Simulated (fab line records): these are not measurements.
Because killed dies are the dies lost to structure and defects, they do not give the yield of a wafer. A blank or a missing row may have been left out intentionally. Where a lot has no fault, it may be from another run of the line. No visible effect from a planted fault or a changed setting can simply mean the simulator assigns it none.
Chamber matching :: flow n5 finfet :: N5_BEOL_M12_DESCUM_33 on rie diel-04: 4 sister chambers
The step chemistry O2, time 7.9 s. 20 wafers are shown with their chamber, then 10 later ones without.

## EACH WAFER AND ITS CHAMBER
wafer: L074.3
chamber: 1
drypump motor current A (A): 6.3
showerhead plenum p Torr (Torr): 2.09
throttle valve pct (%): 20.34

wafer: L074.4
chamber: 2
drypump motor current A (A): 4.9
showerhead plenum p Torr (Torr): 2.06
throttle valve pct (%): 19.95

wafer: L074.6
chamber: 0
drypump motor current A (A): 5.7
showerhead plenum p Torr (Torr): 2.05
throttle valve pct (%): 19.94

wafer: L076.1
chamber: 1
drypump motor current A (A): 6.3
showerhead plenum p Torr (Torr): 2.09
throttle valve pct (%): 20.35

wafer: L076.4
chamber: 0
drypump motor current A (A): 5.7
showerhead plenum p Torr (Torr): 2.05
throttle valve pct (%): 19.95

wafer: L076.6
chamber: 2
drypump motor current A (A): 4.9
showerhead plenum p Torr (Torr): 2.06
throttle valve pct (%): 19.96

wafer: L080.2
chamber: 2
drypump motor current A (A): 4.9
showerhead plenum p Torr (Torr): 2.06
throttle valve pct (%): 20.00

wafer: L080.3
chamber: 3
drypump motor current A (A): 6.6
showerhead plenum p Torr (Torr): 2.16
throttle valve pct (%): 20.17

wafer: L080.5
chamber: 3
drypump motor current A (A): 6.6
showerhead plenum p Torr (Torr): 2.16
throttle valve pct (%): 20.17

wafer: L078.2
chamber: 1
drypump motor current A (A): 6.3
showerhead plenum p Torr (Torr): 2.09
throttle valve pct (%): 20.36

wafer: L078.4
chamber: 3
drypump motor current A (A): 6.5
showerhead plenum p Torr (Torr): 2.16
throttle valve pct (%): 20.19

wafer: L078.6
chamber: 1
drypump motor current A (A): 6.4
showerhead plenum p Torr (Torr): 2.09
throttle valve pct (%): 20.36

wafer: L085.1
chamber: 0
drypump motor current A (A): 5.8
showerhead plenum p Torr (Torr): 2.05
throttle valve pct (%): 19.98

wafer: L085.2
chamber: 3
drypump motor current A (A): 6.6
showerhead plenum p Torr (Torr): 2.15
throttle valve pct (%): 20.18

wafer: L085.3
chamber: 2
drypump motor current A (A): 4.9
showerhead plenum p Torr (Torr): 2.05
throttle valve pct (%): 19.99

wafer: L089.2
chamber: 3
drypump motor current A (A): 6.5
showerhead plenum p Torr (Torr): 2.15
throttle valve pct (%): 20.21

wafer: L089.4
chamber: 0
drypump motor current A (A): 5.7
showerhead plenum p Torr (Torr): 2.04
throttle valve pct (%): 20.00

wafer: L089.6
chamber: 1
drypump motor current A (A): 6.3
showerhead plenum p Torr (Torr): 2.08
throttle valve pct (%): 20.39

wafer: L090.2
chamber: 1
drypump motor current A (A): 6.3
showerhead plenum p Torr (Torr): 2.08
throttle valve pct (%): 20.40

wafer: L090.4
chamber: 2
drypump motor current A (A): 4.9
showerhead plenum p Torr (Torr): 2.05
throttle valve pct (%): 20.01

SIGNATURES, as means of the wafers listed above
reading: drypump motor current A
chamber 0: 5.725
chamber 1: 6.317
chamber 2: 4.900
chamber 3: 6.560
scatter within a chamber: 0.0417

reading: showerhead plenum p Torr
chamber 0: 2.0475
chamber 1: 2.0867
chamber 2: 2.0560
chamber 3: 2.1560
scatter within a chamber: 0.00529

reading: throttle valve pct
chamber 0: 19.9675
chamber 1: 20.3667
chamber 2: 19.9820
chamber 3: 20.1840
scatter within a chamber: 0.0235
Rule: distance of a wafer from a chamber = root of the sum over the readings of ((wafer's reading minus chamber's mean) / reading's scatter) squared. The wafer belongs to the nearest chamber; if the next one is less than 2 further off, it can't be placed. The scatter: the root of (the sum of the squares of (reading less its chamber's mean) over the shown wafers, divided by (wafers less chambers)).

## WAFERS MISSING THEIR CHAMBER
wafer: L090.5
drypump motor current A (A): 5.8
showerhead plenum p Torr (Torr): 2.04
throttle valve pct (%): 20.01

wafer: L093.1
drypump motor current A (A): 4.9
showerhead plenum p Torr (Torr): 2.05
throttle valve pct (%): 20.02

wafer: L093.5
drypump motor current A (A): 6.4
showerhead plenum p Torr (Torr): 2.08
throttle valve pct (%): 20.39

wafer: L093.6
drypump motor current A (A): 4.9
showerhead plenum p Torr (Torr): 2.05
throttle valve pct (%): 20.03

wafer: L094.2
drypump motor current A (A): 4.9
showerhead plenum p Torr (Torr): 2.05
throttle valve pct (%): 20.02

wafer: L094.3
drypump motor current A (A): 6.3
showerhead plenum p Torr (Torr): 2.08
throttle valve pct (%): 20.42

wafer: L094.4
drypump motor current A (A): 6.6
showerhead plenum p Torr (Torr): 2.15
throttle valve pct (%): 20.22

wafer: L092.1
drypump motor current A (A): 6.5
showerhead plenum p Torr (Torr): 2.15
throttle valve pct (%): 20.21

wafer: L092.4
drypump motor current A (A): 6.4
showerhead plenum p Torr (Torr): 2.08
throttle valve pct (%): 20.41

wafer: L092.6
drypump motor current A (A): 6.5
showerhead plenum p Torr (Torr): 2.15
throttle valve pct (%): 20.20

## WHICH CHAMBER EACH WENT THROUGH
wafer: L090.5
from the rows above: 0
in truth: 0

wafer: L093.1
from the rows above: 2
in truth: 2

wafer: L093.5
from the rows above: 1
in truth: 1

wafer: L093.6
from the rows above: 2
in truth: 2

wafer: L094.2
from the rows above: 2
in truth: 2

wafer: L094.3
from the rows above: 1
in truth: 1

wafer: L094.4
from the rows above: 3
in truth: 3

wafer: L092.1
from the rows above: 3
in truth: 3

wafer: L092.4
from the rows above: 1
in truth: 1

wafer: L092.6
from the rows above: 3
in truth: 3
Correct placement for 10 of the 10. Number that these rows cannot place: 0. 0 placed wrongly.
